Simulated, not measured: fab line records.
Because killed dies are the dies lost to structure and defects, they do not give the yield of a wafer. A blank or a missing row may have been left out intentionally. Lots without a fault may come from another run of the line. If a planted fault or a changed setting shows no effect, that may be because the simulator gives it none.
Which tool was responsible? | flow n5Finfet | 69 wafers from 23 lots sampled at 5 of the route's 1938 steps

WHAT THE GAUGES READ, wafer by wafer
N5_BEOL_M13_CD_MEAS_17: target cd 190 nm.
lot  | measured     | on       | cdNm (nm)
L074 | day 11 08:55 | cdSem-01 | 191.5 191.8 191.8
L075 | day 11 11:55 | cdSem-02 | 189.5 190.3 187.9
L077 | day 11 23:38 | cdSem-01 | 188.6 189.2 189.9
L078 | day 12 14:16 | cdSem-02 | 190.2 190.4 190.9
L076 | day 12 16:45 | cdSem-03 | 188.1 189.8 187.6
L080 | day 12 20:51 | cdSem-03 | 192.2 192.3 192.2
L079 | day 13 02:25 | cdSem-03 | 194.1 192.0 192.5
L081 | day 13 11:19 | cdSem-01 | 189.9 188.8 189.8
L082 | day 14 08:05 | cdSem-02 | 189.8 189.6 190.8
L083 | day 14 08:58 | cdSem-01 | 190.2 189.4 189.9
L085 | day 15 00:05 | cdSem-01 | 190.2 190.6 192.2
L084 | day 15 05:16 | cdSem-02 | 189.0 189.5 190.2
L087 | day 15 08:25 | cdSem-01 | 191.9 192.7 191.5
L092 | day 15 16:44 | cdSem-03 | 190.2 190.3 190.3
L086 | day 15 17:29 | cdSem-02 | 193.5 192.8 191.8
L089 | day 15 22:10 | cdSem-01 | 190.8 191.5 192.0
L088 | day 16 06:23 | cdSem-02 | 189.4 190.0 189.5
L090 | day 16 06:54 | cdSem-01 | 192.3 191.9 192.1
L091 | day 16 11:50 | cdSem-02 | 191.8 191.7 190.8
L096 | day 16 18:58 | cdSem-01 | 188.6 189.8 189.5
L094 | day 16 22:04 | cdSem-02 | 188.3 189.1 188.2
L097 | day 17 14:23 | cdSem-01 | 190.4 190.1 190.7
L095 | day 18 12:21 | cdSem-02 | 190.3 190.1 189.4

N5_BEOL_M13_THK_MEAS_50: measures by xrf.
lot  | measured     | on           | M13_THK (nm)
L074 | day 11 12:53 | filmMetro-01 | 416 418 433
L075 | day 11 15:53 | filmMetro-02 | 408 420 420
L077 | day 12 03:58 | filmMetro-02 | 416 425 415
L078 | day 12 18:52 | filmMetro-01 | 414 414 410
L076 | day 12 20:02 | filmMetro-02 | 427 415 424
L080 | day 13 00:24 | filmMetro-01 | 428 417 415
L079 | day 13 10:23 | filmMetro-01 | 411 425 414
L081 | day 13 16:42 | filmMetro-01 | 430 428 429
L082 | day 14 10:50 | filmMetro-02 | 412 417 406
L083 | day 14 13:28 | filmMetro-01 | 422 413 415
L085 | day 15 03:35 | filmMetro-01 | 418 428 428
L084 | day 15 08:02 | filmMetro-01 | 407 426 419
L087 | day 15 13:11 | filmMetro-01 | 424 429 427
L092 | day 15 20:01 | filmMetro-02 | 413 411 422
L086 | day 15 21:29 | filmMetro-02 | 430 420 428
L089 | day 16 03:02 | filmMetro-02 | 422 421 427
L088 | day 16 11:22 | filmMetro-01 | 417 409 425
L090 | day 16 11:35 | filmMetro-01 | 418 414 411
L091 | day 16 16:36 | filmMetro-01 | 416 425 419
L096 | day 17 01:07 | filmMetro-02 | 425 410 415
L094 | day 17 02:07 | filmMetro-01 | 423 430 427
L097 | day 17 18:42 | filmMetro-01 | 422 412 415
L095 | day 18 17:14 | filmMetro-02 | 422 419 427

TOOL THAT RAN EACH LOT (tool first, then ch and the chambers of the sampled wafers, then the start)
lot  | N5_BEOL_M13_DESCUM_15             | N5_BEOL_M13_ETCH_67               | N5_BEOL_M13_TRENCH_ETCH_34
L074 | rieDiel-06 ch 2,3, day 11 08:21   | rieDiel-03 ch 0,1,2, day 11 09:38 | rieDiel-03 ch 0,1,2, day 11 10:00
L075 | rieDiel-06 ch 1,2, day 11 11:21   | rieDiel-06 ch 0,1,3, day 11 12:30 | rieDiel-06 ch 0,1,3, day 11 12:52
L077 | rieDiel-03 ch 0,1,2, day 11 23:06 | rieDiel-03 ch 0,1,2, day 12 00:45 | rieDiel-03 ch 0,1,2, day 12 01:07
L078 | rieDiel-02 ch 2,3, day 12 13:44   | rieDiel-03 ch 0,2, day 12 14:51   | rieDiel-03 ch 0,2, day 12 15:13
L076 | rieDiel-06 ch 1,3, day 12 16:13   | rieDiel-02 ch 1,2, day 12 17:19   | rieDiel-02 ch 1,2, day 12 17:41
L080 | rieDiel-03 ch 0,1,2, day 12 20:20 | rieDiel-03 ch 0,1,2, day 12 21:29 | rieDiel-03 ch 0,1,2, day 12 21:51
L079 | rieDiel-02 ch 0,2,3, day 13 01:53 | rieDiel-02 ch 0,1,3, day 13 02:52 | rieDiel-02 ch 0,1,3, day 13 03:14
L081 | rieDiel-03 ch 0,1, day 13 10:46   | rieDiel-06 ch 1,2,3, day 13 11:53 | rieDiel-06 ch 1,2,3, day 13 12:16
L082 | rieDiel-02 ch 2,3, day 14 07:33   | rieDiel-03 ch 0,2,3, day 14 08:40 | rieDiel-03 ch 0,2,3, day 14 09:01
L083 | rieDiel-02 ch 2,3, day 14 08:25   | rieDiel-03 ch 0,2,3, day 14 09:41 | rieDiel-03 ch 0,2,3, day 14 10:03
L085 | rieDiel-02 ch 0,3, day 14 23:34   | rieDiel-02 ch 1,3, day 15 00:44   | rieDiel-02 ch 1,3, day 15 01:06
L084 | rieDiel-02 ch 0,1,3, day 15 04:44 | rieDiel-03 ch 0,2, day 15 05:43   | rieDiel-03 ch 0,2, day 15 06:05
L087 | rieDiel-06 ch 0,1,2, day 15 07:53 | rieDiel-06 ch 1,2, day 15 08:52   | rieDiel-06 ch 1,2, day 15 09:14
L092 | rieDiel-06 ch 0,1,3, day 15 16:13 | rieDiel-02 ch 1,2,3, day 15 17:19 | rieDiel-02 ch 1,2,3, day 15 17:41
L086 | rieDiel-02 ch 0,1,2, day 15 16:58 | rieDiel-02 ch 0,1,3, day 15 18:20 | rieDiel-02 ch 0,1,3, day 15 18:42
L089 | rieDiel-02 ch 0,1,3, day 15 21:38 | rieDiel-06 ch 0,1,3, day 15 22:37 | rieDiel-06 ch 0,1,3, day 15 22:59
L088 | rieDiel-03 ch 0,1, day 16 05:51   | rieDiel-03 ch 0,1,3, day 16 06:58 | rieDiel-03 ch 0,1,3, day 16 07:20
L090 | rieDiel-06 ch 1,2,3, day 16 06:22 | rieDiel-02 ch 0,1,2, day 16 07:29 | rieDiel-02 ch 0,1,2, day 16 07:50
L091 | rieDiel-06 ch 0,2,3, day 16 11:19 | rieDiel-02 ch 0,3, day 16 13:01   | rieDiel-02 ch 0,3, day 16 13:23
L096 | rieDiel-03 ch 0,1,2, day 16 18:26 | rieDiel-02 ch 0,2, day 16 19:35   | rieDiel-02 ch 0,2, day 16 19:56
L094 | rieDiel-03 ch 0,2,3, day 16 21:32 | rieDiel-06 ch 0,1,2, day 16 22:41 | rieDiel-06 ch 0,1,2, day 16 23:03
L097 | rieDiel-03 ch 0,1, day 17 13:49   | rieDiel-02 ch 0,2,3, day 17 14:57 | rieDiel-02 ch 0,2,3, day 17 15:19
L095 | rieDiel-06 ch 1,2, day 18 11:49   | rieDiel-02 ch 0,1,3, day 18 12:55 | rieDiel-02 ch 0,1,3, day 18 13:17
- N5_BEOL_M13_DESCUM_15: chemistry O2, time 7.9 s.
- N5_BEOL_M13_ETCH_67: etches SiARC in CF4, target depth 143 nm, time 238.3 s.
- N5_BEOL_M13_TRENCH_ETCH_34: etches SiOC in C4F8/O2/Ar, target depth 413.47 nm, time 162.6 s.

AS READ BY THE TOOLS THEMSELVES (means over the sampled wafers that have a number; for cases with no such wafer, the mark the record gives instead)
N5_BEOL_M13_DESCUM_15.
lot  | tool       | drypumpMotorCurrentA (A) | oesProductAu (a.u.) | rfVppV (V) | showerheadPlenumPTorr (Torr) | tempC (C) | throttleValvePct (%)
L074 | rieDiel-06 | 5.7                      | 0.83                | 243.7      | 2.12                         | 39.99     | 20.18
L075 | rieDiel-06 | 5.5                      | 0.71                | 240.9      | 1.96                         | 40.08     | 20.66
L077 | rieDiel-03 | 5.8                      | 0.77                | 243.1      | 2.12                         | 40.00     | 20.54
L078 | rieDiel-02 | 5.7                      | 0.71                | 244.1      | 2.14                         | 40.11     | 20.30
L076 | rieDiel-06 | 5.3                      | 0.89                | 244.8      | 2.22                         | 40.13     | 20.20
L080 | rieDiel-03 | 5.8                      | 0.77                | 243.6      | 2.12                         | 39.99     | 20.56
L079 | rieDiel-02 | 5.4                      | 0.79                | 243.1      | 2.13                         | 39.97     | 20.33
L081 | rieDiel-03 | 5.5                      | 0.77                | 243.3      | 2.10                         | 40.07     | 20.51
L082 | rieDiel-02 | 5.8                      | 0.70                | 244.2      | 2.11                         | 39.93     | 20.27
L083 | rieDiel-02 | 5.8                      | 0.70                | 243.8      | 2.11                         | 40.08     | 20.27
L085 | rieDiel-02 | 5.5                      | 0.77                | 242.8      | 2.10                         | 39.97     | 20.28
L084 | rieDiel-02 | 5.2                      | 0.85                | 243.7      | 2.12                         | 39.91     | 20.29
L087 | rieDiel-06 | 5.7                      | 0.83                | 243.1      | 2.06                         | 40.04     | 20.45
L092 | rieDiel-06 | 5.5                      | 0.85                | 244.4      | 2.16                         | 39.94     | 20.35
L086 | rieDiel-02 | 5.2                      | 0.85                | 243.3      | 2.15                         | 40.09     | 20.34
L089 | rieDiel-02 | 5.2                      | 0.84                | 243.5      | 2.12                         | 39.98     | 20.28
L088 | rieDiel-03 | 5.6                      | 0.80                | 242.7      | 2.10                         | 39.99     | 20.44
L090 | rieDiel-06 | 5.5                      | 0.81                | 244.7      | 2.12                         | 40.01     | 20.33
L091 | rieDiel-06 | 5.8                      | 0.80                | 243.2      | 2.05                         | 40.02     | 20.35
L096 | rieDiel-03 | 5.8                      | 0.82                | 243.3      | 2.11                         | 40.10     | 20.46
L094 | rieDiel-03 | 5.9                      | 0.78                | 243.2      | 2.10                         | 39.92     | 20.54
L097 | rieDiel-03 | 5.5                      | 0.74                | 241.7      | 2.09                         | 39.88     | 20.56
L095 | rieDiel-06 | 5.5                      | 0.82                | 242.9      | 2.12                         | 39.95     | 20.47

N5_BEOL_M13_ETCH_67.
lot  | tool       | drypumpMotorCurrentA (A) | etchRfOnTimeS (s) | oesProductAu (a.u.) | rfVppV (V) | showerheadPlenumPTorr (Torr) | throttleValvePct (%)
L074 | rieDiel-03 | 5.8                      | 236               | 0.66                | 184.2      | 2.17                         | 15.70
L075 | rieDiel-06 | 5.5                      | 239               | 0.69                | 184.7      | 2.13                         | 15.60
L077 | rieDiel-03 | 5.8                      | 238               | 0.66                | 183.0      | 2.17                         | 15.71
L078 | rieDiel-03 | 5.8                      | 240               | 0.62                | 183.7      | 2.15                         | 15.77
L076 | rieDiel-02 | 5.3                      | 236               | 0.76                | 184.9      | 2.20                         | 15.39
L080 | rieDiel-03 | 5.8                      | 239               | 0.64                | 184.8      | 2.16                         | 15.72
L079 | rieDiel-02 | 5.2                      | 237               | 0.74                | 184.1      | 2.17                         | 15.41
L081 | rieDiel-06 | 5.5                      | 236               | 0.72                | 183.8      | 2.17                         | 15.44
L082 | rieDiel-03 | 5.9                      | 239               | 0.69                | 184.3      | 2.15                         | 15.63
L083 | rieDiel-03 | 5.9                      | 235               | 0.69                | 183.8      | 2.15                         | 15.63
L085 | rieDiel-02 | 5.3                      | 236               | 0.73                | 184.1      | 2.16                         | 15.37
L084 | rieDiel-03 | 6.0                      | 236               | 0.75                | 183.8      | 2.16                         | 15.53
L087 | rieDiel-06 | 5.5                      | 235               | 0.73                | 184.0      | 2.17                         | 15.53
L092 | rieDiel-02 | 5.5                      | 235               | 0.66                | 184.2      | 2.17                         | 15.48
L086 | rieDiel-02 | 5.2                      | 237               | 0.72                | 184.7      | 2.16                         | 15.44
L089 | rieDiel-06 | 5.5                      | 236               | 0.73                | 185.0      | 2.20                         | 15.47
L088 | rieDiel-03 | 5.7                      | 239               | 0.64                | 184.4      | 2.13                         | 15.71
L090 | rieDiel-02 | 5.1                      | 242               | 0.71                | 185.1      | 2.19                         | 15.50
L091 | rieDiel-02 | 5.5                      | 237               | 0.65                | 183.1      | 2.14                         | 15.51
L096 | rieDiel-02 | 5.3                      | 240               | 0.64                | 184.7      | 2.19                         | 15.59
L094 | rieDiel-06 | 5.7                      | 237               | 0.70                | 183.5      | 2.11                         | 15.59
L097 | rieDiel-02 | 5.4                      | 238               | 0.64                | 184.1      | 2.16                         | 15.57
L095 | rieDiel-02 | 5.2                      | 239               | 0.69                | 185.2      | 2.16                         | 15.49

N5_BEOL_M13_TRENCH_ETCH_34.
lot  | tool       | drypumpMotorCurrentA (A) | oesProductAu (a.u.) | rfVppV (V) | showerheadPlenumPTorr (Torr) | throttleValvePct (%)
L074 | rieDiel-03 | 5.8                      | 0.77                | 666.8      | 3.46                         | 24.27
L075 | rieDiel-06 | 5.5                      | 0.81                | 664.6      | 3.39                         | 24.17
L077 | rieDiel-03 | 5.8                      | 0.77                | 667.2      | 3.46                         | 24.28
L078 | rieDiel-03 | 5.8                      | 0.72                | 666.0      | 3.43                         | 24.31
L076 | rieDiel-02 | 5.3                      | 0.88                | 667.4      | 3.49                         | 23.90
L080 | rieDiel-03 | 5.8                      | 0.76                | 666.6      | 3.45                         | 24.28
L079 | rieDiel-02 | 5.2                      | 0.86                | 666.8      | 3.45                         | 23.99
L081 | rieDiel-06 | 5.6                      | 0.85                | 665.8      | 3.46                         | 24.04
L082 | rieDiel-03 | 5.9                      | 0.81                | 666.1      | 3.42                         | 24.19
L083 | rieDiel-03 | 5.9                      | 0.81                | 665.5      | 3.42                         | 24.19
L085 | rieDiel-02 | 5.4                      | 0.86                | 666.1      | 3.45                         | 23.90
L084 | rieDiel-03 | 6.1                      | 0.88                | 666.4      | 3.45                         | 24.15
L087 | rieDiel-06 | 5.5                      | 0.85                | 667.4      | 3.46                         | 24.14
L092 | rieDiel-02 | 5.5                      | 0.77                | 667.5      | 3.45                         | 23.95
L086 | rieDiel-02 | 5.2                      | 0.84                | 667.0      | 3.45                         | 24.01
L089 | rieDiel-06 | 5.5                      | 0.85                | 668.2      | 3.51                         | 24.10
L088 | rieDiel-03 | 5.7                      | 0.75                | 665.3      | 3.41                         | 24.27
L090 | rieDiel-02 | 5.1                      | 0.83                | 668.2      | 3.48                         | 24.04
L091 | rieDiel-02 | 5.5                      | 0.76                | 665.8      | 3.41                         | 24.04
L096 | rieDiel-02 | 5.3                      | 0.75                | 667.0      | 3.49                         | 24.08
L094 | rieDiel-06 | 5.7                      | 0.82                | 663.2      | 3.35                         | 24.19
L097 | rieDiel-02 | 5.4                      | 0.74                | 665.7      | 3.45                         | 24.06
L095 | rieDiel-02 | 5.2                      | 0.81                | 666.1      | 3.43                         | 24.03

THE ANSWER, worked out from the rows above alone
Rule: the usual values come from the lots themselves. Put in order of their means at a reading, lots are off if they are a third of the lots or fewer, leave a main group of 4 or more, and stand apart from it by a gap of 3 or more times the standard deviation of the main group's means; of several such gaps the widest counts. The tables above print the reading to a certain number of digits; a main group whose means all agree to those digits is not used. Also off: a lot with no number at a reading for which 4 or more lots have one. Where the step has rows for the other lots, those lots are counted as sound. The gauges are gone through in route order, then the tools' own readings, and for those a lot's mean is taken as printed above. The first step at which some lot is off is used, and at that step the reading that is off furthest; a lot without a number counts as furthest.
No lot is off on any of the readings shown, so nothing can be concluded from this.

WHAT WAS PUT IN BY THE SIMULATOR
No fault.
